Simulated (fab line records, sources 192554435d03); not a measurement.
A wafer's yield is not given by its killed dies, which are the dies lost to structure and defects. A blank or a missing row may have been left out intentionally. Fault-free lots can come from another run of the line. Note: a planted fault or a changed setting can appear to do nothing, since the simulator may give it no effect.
Split-lot experiment + flow n5Finfet + 39 wafers read across 7 lots, on a route 1938 steps long

SPLIT DETAILS
At N5_DUMMY_GATE_CVD_03 (deposits a-Si from SiH4, target thk 150 nm, time 8042 s), the setting targetThkA was moved away from the recipe's 1500 angstrom on 30 of the 39 wafers read, by -12.7% to +7.6%. All remaining wafers had this setting at the recipe value.

Reading taken at the split's own step.

THE READING
a-Si_of_DUMMY_GATE_CVD_03.thkNm (the simulator's own value, which no gauge read), in nm, at N5_DUMMY_GATE_CVD_03 (deposits a-Si from SiH4, target thk 150 nm, time 8042 s). The file does not state a usual value for it. Here, 9 wafers ran the recipe; their average is 151.3 nm with a standard deviation of 0.84 nm.

| wafer  | tool, chamber at the split | targetThkA as run, angstrom | against the recipe | a-Si_of_DUMMY_GATE_CVD_03.thkNm, nm | against lot-mates on the recipe |
|--------|----------------------------|-----------------------------|--------------------|-------------------------------------|---------------------------------|
| L080.1 | -, -                       | 1500                        | recipe             | 152                                 | -                               |
| L080.3 | -, -                       | 1500                        | recipe             | 152                                 | -                               |
| L080.2 | -, -                       | 1500                        | recipe             | 150.2                               | -                               |
| L080.4 | -, -                       | 1500                        | recipe             | 151.6                               | -                               |
| L080.5 | -, -                       | 1500                        | recipe             | 151.6                               | -                               |
| L080.6 | -, -                       | 1500                        | recipe             | 150.4                               | -                               |
| L087.2 | lpcvd-02, 1/20             | 1500                        | recipe             | 150.4                               | -                               |
| L087.3 | lpcvd-02, 1/25             | 1500                        | recipe             | 152.8                               | -                               |
| L087.6 | lpcvd-02, 1/39             | 1500                        | recipe             | 151                                 | -                               |
| L089.1 | -, -                       | 1324                        | -11.7%             | 133.2                               | no lot-mate on the recipe       |
| L089.2 | -, -                       | 1324                        | -11.7%             | 134                                 | no lot-mate on the recipe       |
| L089.3 | -, -                       | 1324                        | -11.7%             | 134.2                               | no lot-mate on the recipe       |
| L089.5 | -, -                       | 1324                        | -11.7%             | 134.2                               | no lot-mate on the recipe       |
| L089.6 | -, -                       | 1324                        | -11.7%             | 134.2                               | no lot-mate on the recipe       |
| L089.4 | -, -                       | 1324                        | -11.7%             | 133.6                               | no lot-mate on the recipe       |
| L090.1 | -, -                       | 1614                        | +7.6%              | 160.6                               | no lot-mate on the recipe       |
| L090.6 | -, -                       | 1614                        | +7.6%              | 160.6                               | no lot-mate on the recipe       |
| L090.2 | -, -                       | 1614                        | +7.6%              | 161                                 | no lot-mate on the recipe       |
| L090.3 | -, -                       | 1614                        | +7.6%              | 160.4                               | no lot-mate on the recipe       |
| L090.4 | -, -                       | 1614                        | +7.6%              | 161.4                               | no lot-mate on the recipe       |
| L090.5 | -, -                       | 1614                        | +7.6%              | 160.2                               | no lot-mate on the recipe       |
| L092.1 | -, -                       | 1372                        | -8.5%              | 139.4                               | no lot-mate on the recipe       |
| L092.3 | -, -                       | 1372                        | -8.5%              | 139.4                               | no lot-mate on the recipe       |
| L092.2 | -, -                       | 1372                        | -8.5%              | 138.4                               | no lot-mate on the recipe       |
| L092.4 | -, -                       | 1372                        | -8.5%              | 139.2                               | no lot-mate on the recipe       |
| L092.5 | -, -                       | 1372                        | -8.5%              | 140                                 | no lot-mate on the recipe       |
| L092.6 | -, -                       | 1372                        | -8.5%              | 139                                 | no lot-mate on the recipe       |
| L095.1 | -, -                       | 1343                        | -10.5%             | 135.6                               | no lot-mate on the recipe       |
| L095.2 | -, -                       | 1343                        | -10.5%             | 134.8                               | no lot-mate on the recipe       |
| L095.4 | -, -                       | 1343                        | -10.5%             | 134.8                               | no lot-mate on the recipe       |
| L095.6 | -, -                       | 1343                        | -10.5%             | 134.8                               | no lot-mate on the recipe       |
| L095.3 | -, -                       | 1343                        | -10.5%             | 134.2                               | no lot-mate on the recipe       |
| L095.5 | -, -                       | 1343                        | -10.5%             | 134.2                               | no lot-mate on the recipe       |
| L096.1 | -, -                       | 1309                        | -12.7%             | 132                                 | no lot-mate on the recipe       |
| L096.2 | -, -                       | 1309                        | -12.7%             | 133                                 | no lot-mate on the recipe       |
| L096.6 | -, -                       | 1309                        | -12.7%             | 133                                 | no lot-mate on the recipe       |
| L096.3 | -, -                       | 1309                        | -12.7%             | 132.8                               | no lot-mate on the recipe       |
| L096.4 | -, -                       | 1309                        | -12.7%             | 132.4                               | no lot-mate on the recipe       |
| L096.5 | -, -                       | 1309                        | -12.7%             | 133.6                               | no lot-mate on the recipe       |

THE FIT
A straight line over all 39 wafers: a-Si_of_DUMMY_GATE_CVD_03.thkNm changes by +1.41 nm for each +1% of targetThkA; r = +1.00; the points scatter about the line by 0.9 nm.
Too few moved wafers with a lot-mate on the recipe to fit a line net of each lot's own level.

THE FILE'S OWN FIT
a-Si_of_DUMMY_GATE_CVD_03.thkNm changes by +1.41 nm for each +1% of targetThkA, r = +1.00.
